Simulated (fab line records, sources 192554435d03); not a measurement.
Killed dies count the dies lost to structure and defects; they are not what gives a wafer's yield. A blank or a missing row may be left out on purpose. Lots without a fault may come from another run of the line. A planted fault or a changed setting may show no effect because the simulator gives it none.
Matching of chambers	flow n5-finfet	N5_BEOL_M10_ETCH_61 on rie-diel-05 has 4 sister chambers
The step etches SiARC in CF4, target depth 39 nm, time 65 s. 18 wafers are shown with their chamber, then 9 later ones without.

== WAFERS PAIRED WITH THEIR CHAMBERS ==
wafer	chamber	drypump-motor-current-A (A)	showerhead-plenum-p-Torr (Torr)	throttle-valve-pct (%)
L074.3	3	6.3	2.18	15.40
L074.4	1	5.9	2.07	15.56
L074.5	2	5.8	2.08	15.70
L078.2	3	6.3	2.18	15.41
L078.3	0	5.7	2.15	15.29
L078.6	1	5.8	2.07	15.57
L082.1	1	5.8	2.07	15.58
L082.2	0	5.7	2.15	15.29
L082.6	0	5.7	2.15	15.31
L086.1	0	5.7	2.15	15.33
L086.4	1	5.8	2.06	15.63
L086.6	1	5.8	2.06	15.61
L091.1	1	5.8	2.06	15.62
L091.3	2	5.8	2.07	15.75
L091.6	2	5.8	2.07	15.74
L093.1	3	6.3	2.17	15.45
L093.4	0	5.7	2.15	15.34
L093.6	0	5.7	2.14	15.35

SIGNATURES (means of the wafers above)
reading	chamber 0	chamber 1	chamber 2	chamber 3	scatter within a chamber
drypump-motor-current-A	5.700	5.817	5.800	6.300	0.0244
showerhead-plenum-p-Torr	2.1483	2.0650	2.0733	2.1767	0.00512
throttle-valve-pct	15.3183	15.5950	15.7300	15.4200	0.027
Rule: for a wafer and a chamber, the distance is found by dividing, reading by reading, the gap between the wafer's reading and the chamber's mean by the reading's scatter, squaring, summing and taking the root. The wafer belongs to the nearest chamber; if the next one is less than 2 further off, it can't be placed. The scatter is the square root of a quotient: the sum, over the shown wafers, of each reading's squared deviation from its chamber's mean, divided by wafers minus chambers.

== WAFERS WHOSE CHAMBER IS MISSING ==
wafer	drypump-motor-current-A (A)	showerhead-plenum-p-Torr (Torr)	throttle-valve-pct (%)
L095.2	5.9	2.06	15.66
L095.4	5.8	2.06	15.67
L095.5	5.8	2.07	15.80
L097.2	5.8	2.07	15.79
L097.3	6.3	2.17	15.50
L097.5	6.2	2.17	15.48
L096.3	5.8	2.06	15.78
L096.4	5.9	2.06	15.67
L096.6	5.8	2.06	15.80

== EACH ONE'S CHAMBER ==
wafer	from the rows above	in truth
L095.2	can't be placed: 1 or 2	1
L095.4	can't be placed: 1 or 2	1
L095.5	2	2
L097.2	2	2
L097.3	3	3
L097.5	3	3
L096.3	2	2
L096.4	can't be placed: 1 or 2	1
L096.6	2	2
6 of 9 placed correctly. These rows do not allow placing 3 (true chamber among the candidates in 3). Placed wrongly: 0.
